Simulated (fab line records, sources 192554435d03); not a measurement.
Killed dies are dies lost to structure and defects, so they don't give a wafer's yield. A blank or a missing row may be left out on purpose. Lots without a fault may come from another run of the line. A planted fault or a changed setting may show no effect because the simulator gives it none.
A struck lot beside a sound one | flow n5_finfet | 16 steps out of a route of 1938
Sound: wafers L170.2, L170.3, L170.4. Struck: wafers L178.2, L178.3, L178.5. The cause comes at the end.
At each step with rows: each side's tool, then ch and its chambers, then its first start. Under that, the readings that differ: sound wafers | struck wafers | difference of the means | sigmas: that difference in standard deviations of wafers without a fault.
alike: readings whose means differ by less than 2 such deviations, and words and numbers that are the same on both sides. not compared: withheld readings, readings that some wafer has no value for, bounds like >300 that may hide the same value, and numbers for which the record gives no deviation and whose values overlap.
The two part at a step that has a row with sigmas, a row that says differs or no value, or rows on one side only. Numbers that don't overlap but have no deviation are shown without sigmas and don't part them. A reading that every wafer of one side lacks parts them only if that side has two wafers or more.

first, 1 step without rows for these wafers: N5_BEOL_M0_SAQP_MANDREL1_REMOVE_100 (chemistry HBr/Cl2/O2, target a-Si, stops on SiNx, bt time 10 s).
N5_BEOL_M0_SAQP_CD_MEAS_25: target cd 13.1 nm.
  sound on cd_sem-02 ch 0, day 7 12:47; struck on cd_sem-02 ch 0, day 9 15:51
  alike: cd_nm
then, 3 steps without rows for these wafers: N5_BEOL_M0_SAQP_ETCH_101 (etches SiNx in CH3F/O2, target depth 29.9 nm, time 42.7 s); N5_BEOL_M0_SAQP_ETCH_102 (etches SiO2 in CF4, target depth 4 nm, time 4.4 s); N5_BEOL_M0_SAQP_MANDREL_ETCH_103 (etches a-Si in HBr/Cl2, stops on SiCN, target depth 45 nm, bt time 10 s, time 27 s).
N5_BEOL_M0_SAQP_RECESS_104: chemistry HF/NH3, target SiO2, target depth 18 nm, afs cycles 3, sublimation time 60 s.
  sound on vapor_etch-01 ch 0,1, day 7 13:07; struck on vapor_etch-01 ch 0,1, day 9 16:07
  alike: drypump_motor_current_A
then, 1 step without rows for these wafers: N5_BEOL_M0_SAQP_COAT_105 (time 60 s, resist thk 100 nm).
N5_BEOL_M0_SAQP_ETCH_106: etches SOC in N2/H2, stops on SiNx, target depth 150 nm.
  sound on rie_diel-01 ch 1,2,3, day 7 13:34; struck on rie_diel-03 ch 1,2,3, day 9 16:34
  alike: drypump_motor_current_A, oes_product_au, rf_vpp_V, showerhead_plenum_p_Torr, throttle_valve_pct
  not compared: rf_hours_counter_h
then, 1 step without rows for these wafers: N5_BEOL_M0_SAQP_ETCH_107 (etches SiNx in CH3F/O2, target depth 30 nm).
N5_BEOL_M0_SAQP_STRIP_108: strips in N2/H2.
  sound on rie_diel-01 ch 1,2,3, day 7 13:40; struck on rie_diel-03 ch 1,2,3, day 9 16:40
  alike: drypump_motor_current_A, oes_product_au, rf_vpp_V, showerhead_plenum_p_Torr, throttle_valve_pct
  not compared: rf_hours_counter_h
N5_BEOL_M0_SAQP_RECESS_109: chemistry HF/NH3, target SiO2, target depth 3 nm, afs cycles 1, sublimation time 60 s.
  sound on vapor_etch-01 ch 0,1, day 7 13:43; struck on vapor_etch-01 ch 0,1, day 9 16:44
  alike: drypump_motor_current_A
N5_BEOL_M0_SAQP_SPACER2_ALD_26: deposits SiO2, target thk 15 nm, pulse time 1 s, purge time 2 s.
  sound on ald_sin-03 ch 1,2,3, day 7 13:52; struck on ald_sin-02 ch 0,1,3, day 9 18:11
  reading                    | sound             | struck            | difference | sigmas
  precursor_pulse_height_rel | 1.030 1.062 1.005 | 0.989 0.973 0.990 | -0.048     | -2
  alike: heater_power_w
N5_BEOL_M0_SAQP_SPACER2_ETCHBACK_27: etches SiO2 in CHF3/O2, target depth 22.5 nm, time 11.25 s.
  sound on rie_diel-01 ch 1,2,3, day 7 14:25; struck on rie_diel-02 ch 2,3, day 9 18:44
  no value came back on the struck wafers for any of 9 readings (CHF3_flow_sccm (sccm), O2_flow_sccm (sccm) and others); on the sound wafers CHF3_flow_sccm (sccm) reads 50.11 50.08 50.09
  reading                                         | sound          | struck       | difference | sigmas
  model.a-Si_of_BEOL_M0_SAQP_PECVD_96.thk_nm (nm) | 42.2 42.2 42.6 | 44.8 44.8 46 | +2.9       |
then, 1 step without rows for these wafers: N5_BEOL_M0_SAQP_MANDREL2_REMOVE_110 (chemistry HBr/Cl2/O2, target a-Si, stops on SiCN, bt time 10 s).
N5_BEOL_M4_RC_MEAS_101:
  the record has rows for the sound wafers here (prober-02 ch 0, day 10 03:53) and none for the struck ones
-- the record jumps here: 7 days lie between the struck wafers' starts before and after (it left off in module BEOL_M4 and takes up again in module PASSIVATION, whose first step shown is number 1936 of the route) --
N5_PASSIVATION_PROBE_49:
  the record has rows for the struck wafers here (prober-01, day 16 11:36) and none for the sound ones

WHERE THEY PART
First at N5_BEOL_M0_SAQP_SPACER2_ALD_26; last, within this record, at N5_PASSIVATION_PROBE_49.

WHY: what the simulator had put in
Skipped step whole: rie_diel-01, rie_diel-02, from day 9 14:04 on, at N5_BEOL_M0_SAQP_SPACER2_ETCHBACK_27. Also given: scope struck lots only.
